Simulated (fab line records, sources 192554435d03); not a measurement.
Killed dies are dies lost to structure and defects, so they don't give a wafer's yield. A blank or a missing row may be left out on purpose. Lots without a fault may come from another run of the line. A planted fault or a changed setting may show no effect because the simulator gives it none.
Problem report in the 8D (eight disciplines) form, filled by code | flow n5_finfet | the parts of the form that need people (team, actions taken, sign-off) are left out

1. THE PROBLEM
h2_flow_sccm at N5_BEOL_M12_ETCH_59 reads a mean of 181.1 sccm on 1 wafer of 1 lot; wafers without a fault read 200.1 sccm with a standard deviation of 0.6. That is -32 standard deviations from the usual mean.
The step: etches BARC in N2/H2, target depth 89 nm, overetch 26.7 nm, time 67.9 s.
First seen on wafer L323.2, day 13 21:02, on rie_diel-01. The record holds 33 wafers of 11 lots with a number at this step. Rule for "out", or "out of limits": more than 4 standard deviations from the usual mean. The other wafers with a number count as sound.

2. WHAT IT IS AND WHAT IT IS NOT
question                    | is                | is not
which readings at this step | h2_flow_sccm      | drypump_motor_current_A, oes_product_au, rf_vpp_V
which lots                  | L323              | L313, L314, L317, L318, L322, L324, L331, L333, L335, L336
which wafers of those lots  | L323.2            | L323.3, L323.4
read on which tools         | rie_diel-01       | rie_diel-02, rie_diel-04
when                        | from day 13 21:02 | up to then (17 sound wafers); but 15 sound wafers of L324, L331, L333, L335, L336 came after

3. SUSPECTS, AND WHAT RULES EACH OUT
Counting: a tool at a process step up to the reading stays a suspect if it ran every lot that is out. Sound lots after the first of them don't rule it out here, since some wafers of a struck lot are sound.
- ald_metal-03 at N5_BEOL_M11_ALD_74 (deposits TaN, target thk 2 nm, pulse time 2 s, purge time 3 s): kept. It ran the lot that is out, L323 (day 13 18:59); its last sound lot up to then is L313 (day 10 03:01).
- rie_diel-01 at N5_BEOL_M12_ETCH_59 (etches BARC in N2/H2, target depth 89 nm, overetch 26.7 nm, time 67.9 s): kept. It ran the lot that is out, L323 (day 13 21:02); its last sound lot up to then is L317 (day 12 04:58). Its own readings are out on those wafers: h2_flow_sccm.
- Within ald_metal-03 at N5_BEOL_M11_ALD_74: the wafers that are out ran in chamber 2; their sound lot-mates ran in chambers 0, 3.
- Within rie_diel-01 at N5_BEOL_M12_ETCH_59: the wafers that are out ran in chamber 3; their sound lot-mates ran in chambers 0, 2.
Left after counting: ald_metal-03 at N5_BEOL_M11_ALD_74, rie_diel-01 at N5_BEOL_M12_ETCH_59.

4. THE CAUSE (what the simulator had put in)
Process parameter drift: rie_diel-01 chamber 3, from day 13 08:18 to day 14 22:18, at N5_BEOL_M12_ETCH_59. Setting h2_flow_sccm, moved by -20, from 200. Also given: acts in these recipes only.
Counting left 2 suspects, and this tool is among them.

5. THE CHAIN OF EFFECTS, in route order
Each row: a reading whose mean over the struck wafers that have a number lies more than 3 standard deviations from the usual. Only readings for which the record gives a usual standard deviation are gone through. hours: the time from each lot's start at the first step in this table that gives one to its start at this step, as a median over the lots. sigmas: the change in usual standard deviations.
hours | step                | reading            | usual      | on struck wafers | change | sigmas
0     | N5_BEOL_M12_ETCH_59 | h2_flow_sccm       | 200.1 sccm | 181.1            | -19.0  | -32
0     | N5_BEOL_M12_ETCH_59 | throttle_valve_pct | 17.84 %    | 17.20            | -0.64  | -3.4
The process steps in it:
- N5_BEOL_M12_ETCH_59: etches BARC in N2/H2, target depth 89 nm, overetch 26.7 nm, time 67.9 s.

6. WHAT WOULD HAVE CAUGHT IT SOONER
In this record the first reading out of limits was taken at day 13 21:02, 13 hours after the fault began at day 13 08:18.
